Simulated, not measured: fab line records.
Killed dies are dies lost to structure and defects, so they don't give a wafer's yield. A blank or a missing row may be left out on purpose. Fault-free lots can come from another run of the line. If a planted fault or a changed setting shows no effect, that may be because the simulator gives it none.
The tool behind it: which one? + flow nand harc + 72 wafers from 24 lots sampled at 2 of the route's 1302 steps

WHAT THE GAUGES READ, wafer by wafer
NHARC_A_CONTACT_INSPECT_10. Usual: 79 for raw defect count, sd 40.
| lot  | measured     | on                | raw defect count | flag |
|------|--------------|-------------------|------------------|------|
| L076 | day 22 13:21 | defect inspect-01 | 21 9 16          |      |
| L074 | day 22 19:46 | defect inspect-01 | 60 48 41         |      |
| L075 | day 22 19:35 | defect inspect-02 | 157 178 158      |      |
| L077 | day 23 13:56 | defect inspect-01 | 107 101 108      |      |
| L078 | day 23 14:26 | defect inspect-02 | 26 19 21         |      |
| L080 | day 24 01:38 | defect inspect-01 | 101 113 105      |      |
| L079 | day 24 02:58 | defect inspect-02 | 63 70 77         |      |
| L081 | day 24 21:25 | defect inspect-02 | 45 36 33         |      |
| L084 | day 25 20:51 | defect inspect-01 | 143 135 117      |      |
| L082 | day 25 21:45 | defect inspect-02 | 34 28 28         |      |
| L083 | day 26 01:16 | defect inspect-02 | 37 40 40         |      |
| L085 | day 26 22:48 | defect inspect-02 | 149 132 154      |      |
| L086 | day 27 02:18 | defect inspect-02 | 87 102 90        |      |
| L087 | day 27 04:09 | defect inspect-02 | 88 92 73         |      |
| L089 | day 27 21:35 | defect inspect-01 | 52 54 49         |      |
| L088 | day 27 21:22 | defect inspect-01 | 70 78 61         |      |
| L090 | day 29 10:58 | defect inspect-02 | 102 118 123      |      |
| L091 | day 29 19:04 | defect inspect-01 | 74 88 81         |      |
| L093 | day 30 01:06 | defect inspect-02 | 103 119 113      |      |
| L094 | day 30 02:11 | defect inspect-02 | 76 79 84         |      |
| L092 | day 30 08:14 | defect inspect-01 | 119 120 93       |      |
| L095 | day 31 00:55 | defect inspect-02 | 84 71 66         |      |
| L096 | day 31 06:22 | defect inspect-01 | 96 91 102        |      |
| L097 | day 31 07:01 | defect inspect-01 | 32 40 46         |      |

EACH LOT AND THE TOOL THAT RAN IT (in order: tool; ch and the chambers of the sampled wafers; start)
| lot  | NHARC_A_CONTACT_DEP_84        |
|------|-------------------------------|
| L076 | acl dep-03 ch 0, day 22 11:10 |
| L074 | acl dep-03 ch 0, day 22 17:11 |
| L075 | acl dep-01 ch 0, day 22 17:24 |
| L077 | acl dep-03 ch 0, day 23 12:12 |
| L078 | acl dep-01 ch 0, day 23 12:26 |
| L080 | acl dep-03 ch 0, day 23 23:33 |
| L079 | acl dep-02 ch 0, day 24 00:11 |
| L081 | acl dep-01 ch 0, day 24 19:05 |
| L084 | acl dep-02 ch 0, day 25 18:14 |
| L082 | acl dep-01 ch 0, day 25 19:27 |
| L083 | acl dep-03 ch 0, day 25 22:40 |
| L085 | acl dep-01 ch 0, day 26 20:46 |
| L086 | acl dep-01 ch 0, day 27 00:42 |
| L087 | acl dep-01 ch 0, day 27 01:33 |
| L089 | acl dep-03 ch 0, day 27 18:58 |
| L088 | acl dep-01 ch 0, day 27 19:03 |
| L090 | acl dep-02 ch 0, day 29 08:19 |
| L091 | acl dep-01 ch 0, day 29 16:53 |
| L093 | acl dep-03 ch 0, day 29 22:38 |
| L094 | acl dep-01 ch 0, day 29 23:52 |
| L092 | acl dep-03 ch 0, day 30 05:46 |
| L095 | acl dep-01 ch 0, day 30 22:34 |
| L096 | acl dep-01 ch 0, day 31 04:38 |
| L097 | acl dep-03 ch 0, day 31 04:44 |
- NHARC_A_CONTACT_DEP_84: deposits aC, target thk 2800 nm.

WHAT THE TOOLS THEMSELVES READ (means of the sampled wafers that have a number; where no wafer has one, the mark that the record gives instead)
NHARC_A_CONTACT_DEP_84. Usual: 35.000 % for throttle valve pct, sd 0.011.
| lot  | tool       | throttle valve pct (%) | flag |
|------|------------|------------------------|------|
| L076 | acl dep-03 | 34.996                 |      |
| L074 | acl dep-03 | 34.989                 |      |
| L075 | acl dep-01 | 35.000                 |      |
| L077 | acl dep-03 | 35.002                 |      |
| L078 | acl dep-01 | 35.006                 |      |
| L080 | acl dep-03 | 35.002                 |      |
| L079 | acl dep-02 | 35.000                 |      |
| L081 | acl dep-01 | 35.001                 |      |
| L084 | acl dep-02 | 34.997                 |      |
| L082 | acl dep-01 | 34.998                 |      |
| L083 | acl dep-03 | 34.984                 |      |
| L085 | acl dep-01 | 35.005                 |      |
| L086 | acl dep-01 | 34.999                 |      |
| L087 | acl dep-01 | 35.004                 |      |
| L089 | acl dep-03 | 34.991                 |      |
| L088 | acl dep-01 | 35.002                 |      |
| L090 | acl dep-02 | 35.002                 |      |
| L091 | acl dep-01 | 34.990                 |      |
| L093 | acl dep-03 | 35.002                 |      |
| L094 | acl dep-01 | 35.000                 |      |
| L092 | acl dep-03 | 35.002                 |      |
| L095 | acl dep-01 | 35.015                 |      |
| L096 | acl dep-01 | 34.992                 |      |
| L097 | acl dep-03 | 34.999                 |      |

THE ANSWER, worked out from the rows above alone
Rule: a lot is off if the mean of its wafers that have a number lies more than 3 standard deviations from the usual mean. Also off: a lot with no number at a reading for which 4 or more lots have one. Any other lot the step has rows for is counted as sound. Order of review: gauges by route order, followed by the tools' own readings, for which a lot's mean as printed above is used. At the first step where some lot is off, the reading lying furthest off is the one used; lots without a number count as furthest.
None of the lots is off at any reading shown; this tells nothing.

WHAT THE SIMULATOR PUT IN
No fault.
